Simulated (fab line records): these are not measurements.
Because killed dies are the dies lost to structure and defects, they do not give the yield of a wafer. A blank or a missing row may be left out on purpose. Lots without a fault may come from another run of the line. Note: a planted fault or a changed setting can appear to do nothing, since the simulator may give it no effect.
Which of the tools did it? ; flow n5 finfet ; Sampling: 24 lots, 72 wafers, 4 of 1938 route steps

WHAT THE GAUGES SHOWED, per wafer
N5_BEOL_M1_OVL_MEAS_29.
lot;measured;on;V0_OVL (nm)
L074;day 6 03:37;overlay-02;0.4 0.0 0.8
L075;day 6 07:57;overlay-02;-0.5 -0.8 -0.5
L076;day 6 11:26;overlay-01;0.4 1.0 0.7
L077;day 6 22:56;overlay-01;0.4 0.3 0.2
L078;day 7 03:22;overlay-02;0.3 0.0 -0.1
L079;day 7 10:00;overlay-02;-0.1 0.1 0.9
L080;day 7 18:49;overlay-02;1.4 -0.5 0.0
L081;day 8 00:35;overlay-01;-1.5 -0.8 0.2
L082;day 8 06:07;overlay-01;0.6 0.0 0.3
L083;day 8 12:07;overlay-01;-1.3 -0.9 -1.1
L084;day 8 14:20;overlay-01;0.2 0.2 0.4
L085;day 9 03:41;overlay-01;-0.3 -0.4 -1.3
L086;day 9 04:02;overlay-01;0.2 -1.0 -0.3
L087;day 9 12:36;overlay-02;0.9 0.0 -0.4
L088;day 9 16:46;overlay-02;-0.4 0.4 -0.4
L089;day 9 22:31;overlay-01;0.6 0.3 0.0
L090;day 10 04:39;overlay-02;0.7 1.1 0.3
L091;day 10 06:31;overlay-01;-0.6 -0.3 -0.4
L093;day 10 14:40;overlay-02;0.8 -0.7 0.2
L092;day 10 15:05;overlay-02;-0.3 0.2 -0.5
L094;day 11 07:50;overlay-01;0.1 -0.5 -0.6
L095;day 11 14:16;overlay-01;-0.6 -0.6 -0.3
L096;day 11 14:25;overlay-01;0.7 0.3 1.4
L097;day 12 02:44;overlay-01;-0.8 -0.5 -0.3

N5_BEOL_M1_OCD_MEAS_38.
lot;measured;on;trench depth nm (nm)
L074;day 6 05:26;ocd-01;54.9 54.3 54.7
L075;day 6 11:00;ocd-01;54.7 56.8 55.1
L076;day 6 13:50;ocd-01;56.1 54.9 56.0
L077;day 6 23:51;ocd-01;55.9 53.9 55.1
L078;day 7 05:55;ocd-01;55.0 54.1 52.9
L079;day 7 12:33;ocd-02;54.9 55.4 55.1
L080;day 8 04:06;ocd-01;57.1 54.7 53.5
L081;day 8 09:04;ocd-02;54.0 57.1 54.9
L082;day 8 12:45;ocd-01;55.7 54.7 56.8
L083;day 8 16:38;ocd-02;55.1 56.0 55.7
L084;day 9 02:14;ocd-01;55.6 55.1 55.2
L085;day 9 10:50;ocd-01;55.5 57.2 57.1
L086;day 9 10:52;ocd-02;55.6 54.2 54.6
L087;day 9 16:07;ocd-02;55.1 54.8 55.0
L088;day 9 20:47;ocd-02;53.0 55.3 53.0
L089;day 10 00:08;ocd-01;54.2 53.5 55.0
L090;day 10 14:34;ocd-02;53.9 53.8 52.3
L091;day 10 14:54;ocd-01;56.2 54.7 55.5
L093;day 10 16:19;ocd-01;55.7 53.6 53.3
L092;day 10 19:40;ocd-01;55.1 54.9 55.5
L094;day 11 21:29;ocd-01;55.9 56.8 57.3
L095;day 12 01:11;ocd-01;54.2 54.9 55.1
L096;day 12 01:11;ocd-02;53.4 56.0 54.3
L097;day 12 05:22;ocd-01;55.2 54.1 54.0

N5_BEOL_M1_CD_MEAS_35: target cd 18 nm, target cd y 21 nm.
lot;measured;on;cd nm (nm)
L074;day 6 05:35;cd sem-01;17.9 18.2 17.5
L075;day 6 11:10;cd sem-03;18.1 18.0 17.6
L076;day 6 13:59;cd sem-03;18.1 17.9 18.4
L077;day 7 00:00;cd sem-02;18.7 18.3 18.4
L078;day 7 06:04;cd sem-03;18.0 18.2 18.6
L079;day 7 12:42;cd sem-02;18.0 17.7 18.6
L080;day 8 04:16;cd sem-03;17.3 18.0 18.0
L081;day 8 09:14;cd sem-02;17.9 17.6 17.8
L082;day 8 12:54;cd sem-03;18.7 18.4 17.7
L083;day 8 16:48;cd sem-03;17.5 18.1 17.9
L084;day 9 02:23;cd sem-01;17.9 18.1 18.0
L085;day 9 10:59;cd sem-03;18.2 18.3 18.3
L086;day 9 11:01;cd sem-02;18.5 18.1 18.1
L087;day 9 16:16;cd sem-02;17.4 17.0 18.0
L088;day 9 20:56;cd sem-02;18.6 18.0 18.3
L089;day 10 00:17;cd sem-03;18.0 18.5 18.2
L090;day 10 14:43;cd sem-03;18.1 17.7 17.0
L091;day 10 15:04;cd sem-02;18.0 18.9 18.2
L093;day 10 16:28;cd sem-03;17.8 18.5 17.7
L092;day 10 19:55;cd sem-02;17.6 19.0 18.1
L094;day 11 21:38;cd sem-01;17.9 17.5 17.9
L095;day 12 01:21;cd sem-02;18.7 18.3 18.7
L096;day 12 01:21;cd sem-03;17.9 17.8 17.6
L097;day 12 05:31;cd sem-01;17.8 18.0 18.0

TOOL THAT RAN EACH LOT (tool first, then ch and the chambers of the sampled wafers, then the start)
lot;N5_BEOL_M1_VIA_ETCH_34
L074;rie diel-02 ch 0,1,2, day 6 05:11
L075;rie diel-06 ch 1,2,3, day 6 10:45
L076;rie diel-01 ch 0,2,3, day 6 13:35
L077;rie diel-01 ch 0,1, day 6 23:35
L078;rie diel-02 ch 1,3, day 7 05:39
L079;rie diel-01 ch 0,2,3, day 7 12:17
L080;rie diel-06 ch 0,1,3, day 8 03:50
L081;rie diel-06 ch 1,3, day 8 08:49
L082;rie diel-06 ch 1,2,3, day 8 12:29
L083;rie diel-01 ch 0,1, day 8 16:23
L084;rie diel-01 ch 0,1,2, day 9 01:58
L085;rie diel-06 ch 0,2,3, day 9 10:34
L086;rie diel-01 ch 2,3, day 9 10:36
L087;rie diel-02 ch 0,1, day 9 15:52
L088;rie diel-02 ch 0,2,3, day 9 20:32
L089;rie diel-02 ch 1,2, day 9 23:53
L090;rie diel-02 ch 1,2,3, day 10 14:18
L091;rie diel-01 ch 0,2,3, day 10 14:39
L093;rie diel-02 ch 1,3, day 10 16:04
L092;rie diel-01 ch 0,2, day 10 19:24
L094;rie diel-06 ch 0,3, day 11 21:14
L095;rie diel-01 ch 0,2,3, day 12 00:56
L096;rie diel-02 ch 0,1,2, day 12 00:56
L097;rie diel-01 ch 1,2, day 12 05:07
- N5_BEOL_M1_VIA_ETCH_34: etches the open film in C4F6/O2, target depth 67.8 nm, time 64.4 s.

WHAT THE TOOLS THEMSELVES READ (means of the sampled wafers that have a number; where no wafer has one, the mark that the record gives instead)
N5_BEOL_M1_VIA_ETCH_34.
lot;tool;drypump motor current A (A);oes product au (a.u.);rf vpp V (V);showerhead plenum p Torr (Torr);throttle valve pct (%)
L074;rie diel-02;5.6;0.74;657;2.79;30.69
L075;rie diel-06;5.4;0.78;670;2.90;30.73
L076;rie diel-01;5.6;0.78;665;2.90;30.70
L077;rie diel-01;6.1;0.87;672;2.83;30.89
L078;rie diel-02;6.0;0.71;647;2.78;30.55
L079;rie diel-01;5.6;0.79;663;2.89;30.71
L080;rie diel-06;5.6;0.75;665;2.83;30.55
L081;rie diel-06;5.5;0.74;671;2.84;30.53
L082;rie diel-06;5.4;0.76;668;2.89;30.77
L083;rie diel-01;5.7;0.83;671;2.85;30.93
L084;rie diel-01;5.8;0.80;667;2.84;30.78
L085;rie diel-06;5.6;0.86;663;2.88;30.83
L086;rie diel-01;5.8;0.79;659;2.92;30.61
L087;rie diel-02;5.7;0.71;660;2.71;30.94
L088;rie diel-02;6.0;0.68;658;2.80;30.85
L089;rie diel-02;5.4;0.73;650;2.78;30.42
L090;rie diel-02;5.8;0.70;650;2.80;30.55
L091;rie diel-01;5.6;0.77;662;2.89;30.72
L093;rie diel-02;6.0;0.68;647;2.77;30.58
L092;rie diel-01;5.5;0.73;663;2.84;30.69
L094;rie diel-06;5.6;0.87;662;2.85;30.60
L095;rie diel-01;5.6;0.76;663;2.88;30.75
L096;rie diel-02;5.6;0.80;661;2.88;30.76
L097;rie diel-01;6.2;0.79;668;2.80;30.76

THE ANSWER, worked out from the rows above alone
Rule: the usual values come from the lots themselves. Put in order of their means at a reading, lots are off if they are a third of the lots or fewer, leave a main group of 4 or more, and stand apart from it by a gap of 3 or more times the standard deviation of the main group's means; of several such gaps the widest counts. A main group is skipped when, at the precision printed for the reading in the tables above, its means are all equal. Also off: a lot with no number at a reading for which 4 or more lots have one. All remaining lots with rows at the step are treated as sound. After the gauges, taken in route order, come the tools' own readings; for these a lot's mean is taken, as printed above. At the first step where some lot is off, the reading lying furthest off is the one used; lots without a number count as furthest.
Nothing can be told from this: no lot is off at any reading shown.

WHAT THE SIMULATOR HAD INSERTED
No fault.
